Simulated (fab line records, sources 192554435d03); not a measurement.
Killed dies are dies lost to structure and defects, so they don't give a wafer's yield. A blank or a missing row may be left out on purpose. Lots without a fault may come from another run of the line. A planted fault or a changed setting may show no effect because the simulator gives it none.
A struck lot beside a sound one | flow n5_finfet | 20 steps out of a route of 1938
Sound: wafers L617.3, L617.4, L617.5. Struck: wafers L623.3, L623.4, L623.5. The cause comes at the end.
At each step with rows: each side's tool, then ch and its chambers, then its first start. Under that, the readings that differ: sound wafers | struck wafers | difference of the means | sigmas: that difference in standard deviations of wafers without a fault.
alike: readings whose means differ by less than 2 such deviations, and words and numbers that are the same on both sides. not compared: withheld readings, readings that some wafer has no value for, bounds like >300 that may hide the same value, and numbers for which the record gives no deviation and whose values overlap.
The two part at a step that has a row with sigmas, a row that says differs or no value, or rows on one side only. Numbers that don't overlap but have no deviation are shown without sigmas and don't part them. A reading that every wafer of one side lacks parts them only if that side has two wafers or more.

first, 9 steps without rows for these wafers: N5_BEOL_M0_CO_CAP_123 (material Co, precursor CCTBA/H2, target thk 2 nm, time 102.1 s); N5_BEOL_M0_PRE_CLEAN_124 (time 15 s); N5_BEOL_M0_DEP_125 (deposits SiCN from 3MS/NH3, target thk 8 nm, time 14 s); N5_BEOL_M1_ILD_DEP_00 (deposits SiOC from DEMS/O2, target thk 79 nm, time 15.3 s); N5_BEOL_M1_PECVD_72 (deposits SiO2 from TEOS/O2, target thk 16 nm, time 18 s); N5_BEOL_M1_HM_DEP_02 (deposits TiN, target thk 20 nm); N5_BEOL_M1_COAT_61 (time 60 s, resist thk 60 nm); N5_BEOL_M1_COAT_62 (time 60 s, resist thk 12 nm); N5_BEOL_M1_COAT_73 (time 60 s, resist thk 5 nm).
N5_BEOL_M1_COAT_05: resist thk 30 nm.
  sound on litho_track-03 ch 0, day 6 15:28; struck on litho_track-03 ch 0, day 7 19:24
  reading                                      | sound                | struck               | difference | sigmas
  spin_speed_rpm (rpm)                         | 1499.6 1501.4 1500.6 | 1578.6 1579.1 1578.7 | +78.3      | +84
  model.CAR-EUV_of_BEOL_M1_COAT_05.thk_nm (nm) | 30 30 30             | 29.2 29.2 29.2       | -0.8       |
  alike: dispense_pressure_kPa
then, 7 steps without rows for these wafers: N5_BEOL_M1_EBR_07; N5_BEOL_M1_SOFTBAKE_06 (time 60 s); N5_BEOL_M1_EXPOSE_08 (exposes mask M1); N5_BEOL_M1_PEB_09 (peb time 60 s); N5_BEOL_M1_DEVELOP_10 (develop time 30 s); N5_BEOL_M1_DESCUM_16 (chemistry O2, time 7 s); N5_BEOL_M1_ETCH_74 (etches underlayer in N2/H2, target depth 6.5 nm, time 5.2 s).
N5_BEOL_M1_ETCH_63: etches SiARC in CF4, target depth 15.6 nm, time 26 s.
  sound on rie_diel-02 ch 0,1,2, day 6 18:08; struck on rie_diel-06 ch 0,2, day 7 19:58
  reading                                      | sound          | struck         | difference | sigmas
  model.CAR-EUV_of_BEOL_M1_COAT_05.thk_nm (nm) | 11.2 11.2 11.2 | 10.4 10.4 10.4 | -0.8       |
  alike: drypump_motor_current_A, etch_rf_on_time_s, oes_product_au, rf_vpp_V, showerhead_plenum_p_Torr, throttle_valve_pct
  not compared: rf_hours_counter_h
then, 1 step without rows for these wafers: N5_BEOL_M1_ETCH_64 (etches SOC in N2/H2, target depth 75 nm, overetch 15 nm, time 112.5 s).
-- the record jumps here: 4 days lie between the struck wafers' starts before and after (it left off in module BEOL_M1 and takes up again in module BEOL_M4, whose first step shown is number 1111 of the route) --
N5_BEOL_M4_RC_MEAS_101:
  sound on prober-01 ch 0, day 9 05:45; struck on prober-01 ch 0, day 12 05:40
  reading       | sound          | struck         | difference | sigmas
  SS_P (mV/dec) | 74.1 73.8 74.1 | 73.3 72.2 73.1 | -1.1       | -2
  alike: DIBL_N, DIBL_P, IOFF_N, IOFF_P, ION_N, ION_P, SS_N, VT_N, VT_P

WHERE THEY PART
First at N5_BEOL_M1_COAT_05; last, within this record, at N5_BEOL_M4_RC_MEAS_101.

WHY: what the simulator had put in
Process parameter drift: litho_track-03, from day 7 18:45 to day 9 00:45, at N5_BEOL_M1_COAT_05. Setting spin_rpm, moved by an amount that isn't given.
